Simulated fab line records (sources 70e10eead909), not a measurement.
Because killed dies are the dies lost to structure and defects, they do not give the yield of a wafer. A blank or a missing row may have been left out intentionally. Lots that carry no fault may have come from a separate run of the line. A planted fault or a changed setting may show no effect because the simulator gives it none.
Matching of chambers + flow nand_harc + NHARC_A_STAIRCASE_ETCH_253 on rie_diel-07: 4 sister chambers
The step etches the open film in C4F8/O2, target depth 50 nm, time 20.2 s. 8 wafers are shown with their chamber, then 9 later ones without.

WAFERS PAIRED WITH THEIR CHAMBERS
| wafer  | chamber | rf_vpp_V (V) | oes_product_au (a.u.) |
|--------|---------|--------------|-----------------------|
| L087.6 | 2       | 902          | 0.956                 |
| L088.4 | 1       | 888          | 0.971                 |
| L088.5 | 3       | 892          | 0.953                 |
| L089.2 | 2       | 902          | 0.951                 |
| L089.5 | 0       | 889          | 0.953                 |
| L092.1 | 0       | 890          | 0.959                 |
| L092.2 | 3       | 891          | 0.945                 |
| L092.3 | 1       | 888          | 0.994                 |

WAFERS WHOSE CHAMBER IS MISSING
| wafer  | rf_vpp_V (V) | oes_product_au (a.u.) |
|--------|--------------|-----------------------|
| L091.1 | 888          | 0.980                 |
| L091.2 | 889          | 0.975                 |
| L091.3 | 891          | 0.955                 |
| L091.4 | 902          | 0.954                 |
| L091.5 | 890          | 0.940                 |
| L091.6 | 890          | 0.963                 |
| L096.1 | 893          | 0.950                 |
| L096.5 | 902          | 0.977                 |
| L096.6 | 887          | 0.982                 |

WHICH CHAMBER EACH WENT THROUGH
| wafer  | from the rows above     | in truth |
|--------|-------------------------|----------|
| L091.1 | 1                       | 1        |
| L091.2 | can't be placed: 1 or 0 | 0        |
| L091.3 | can't be placed: 3 or 0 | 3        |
| L091.4 | 2                       | 2        |
| L091.5 | can't be placed: 0 or 3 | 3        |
| L091.6 | 0                       | 0        |
| L096.1 | 3                       | 3        |
| L096.5 | 2                       | 2        |
| L096.6 | 1                       | 1        |
6 of 9 placed correctly. Unplaceable from these rows: 3, with the true chamber sitting among the candidates in 3. 0 placed wrongly.
How it was worked out, from the rows above alone: a wafer's distance from a chamber is the root of the sum, over the readings, of the square of ((its reading less the chamber's mean) divided by the reading's scatter). The wafer belongs to the nearest chamber; if the next one is less than 2 further off, it can't be placed. Each chamber's mean is taken over the wafers shown for it. How the scatter is found: for the shown wafers, subtract from each reading the mean of its chamber, square and add these, divide the total by (wafers less chambers), then take the root.
